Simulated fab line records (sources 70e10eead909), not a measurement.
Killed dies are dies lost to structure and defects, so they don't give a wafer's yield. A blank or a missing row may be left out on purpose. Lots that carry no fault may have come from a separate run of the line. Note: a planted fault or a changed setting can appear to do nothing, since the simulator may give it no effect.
Matching of chambers | flow nand harc | 4 sister chambers for NHARC_A_STAIRCASE_DESCUM_219 on rie diel-02
The step chemistry O2, time 3 s. 14 wafers are shown with their chamber, then 7 later ones without.

WAFERS, EACH WITH ITS CHAMBER
wafer  | chamber | showerhead plenum p Torr (Torr) | drypump motor current A (A) | oes product au (a.u.)
L074.1 | 2       | 1.88                            | 5.7                         | 0.992
L074.5 | 3       | 1.80                            | 6.0                         | 0.997
L074.6 | 0       | 1.80                            | 5.9                         | 0.991
L081.3 | 3       | 1.80                            | 6.0                         | 1.005
L081.4 | 2       | 1.87                            | 5.7                         | 0.980
L081.6 | 2       | 1.87                            | 5.7                         | 0.994
L080.2 | 1       | 2.01                            | 6.1                         | 0.983
L080.3 | 0       | 1.80                            | 5.9                         | 0.991
L080.4 | 2       | 1.87                            | 5.7                         | 0.984
L082.1 | 3       | 1.80                            | 6.0                         | 1.001
L082.2 | 1       | 2.01                            | 6.2                         | 0.987
L082.5 | 0       | 1.80                            | 5.9                         | 0.986
L086.1 | 2       | 1.87                            | 5.7                         | 0.986
L086.3 | 0       | 1.80                            | 5.9                         | 1.000

SIGNATURES, as means of the wafers listed above
reading                  | chamber 0 | chamber 1 | chamber 2 | chamber 3 | scatter within a chamber
showerhead plenum p Torr | 1.8000    | 2.0100    | 1.8720    | 1.8000    | 0.00283
drypump motor current A  | 5.900     | 6.150     | 5.700     | 6.000     | 0.0224
oes product au           | 0.99200   | 0.98500   | 0.98720   | 1.00100   | 0.00524
Rule: distance of a wafer from a chamber = root of the sum over the readings of ((wafer's reading minus chamber's mean) / reading's scatter) squared. If the next closest chamber is less than 2 further off than the closest, the wafer can't be placed; otherwise it belongs to the closest. How the scatter is found: for the shown wafers, subtract from each reading the mean of its chamber, square and add these, divide the total by (wafers less chambers), then take the root.

WAFERS WHOSE CHAMBER IS MISSING
wafer  | showerhead plenum p Torr (Torr) | drypump motor current A (A) | oes product au (a.u.)
L086.5 | 1.79                            | 6.0                         | 1.000
L093.1 | 1.79                            | 5.9                         | 1.003
L093.3 | 1.79                            | 6.0                         | 0.999
L093.4 | 2.01                            | 6.1                         | 0.998
L097.1 | 1.79                            | 5.9                         | 0.992
L097.3 | 1.79                            | 6.0                         | 0.995
L097.4 | 1.86                            | 5.7                         | 0.993

EACH ONE'S CHAMBER
wafer  | from the rows above     | in truth
L086.5 | 3                       | 3
L093.1 | can't be placed: 0 or 3 | 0
L093.3 | 3                       | 3
L093.4 | 1                       | 1
L097.1 | 0                       | 0
L097.3 | 3                       | 3
L097.4 | 2                       | 2
Placed correctly: 6 of 7. From these rows, 1 cannot be placed; in 1 the true chamber is one of the candidates. Number placed wrongly: 0.
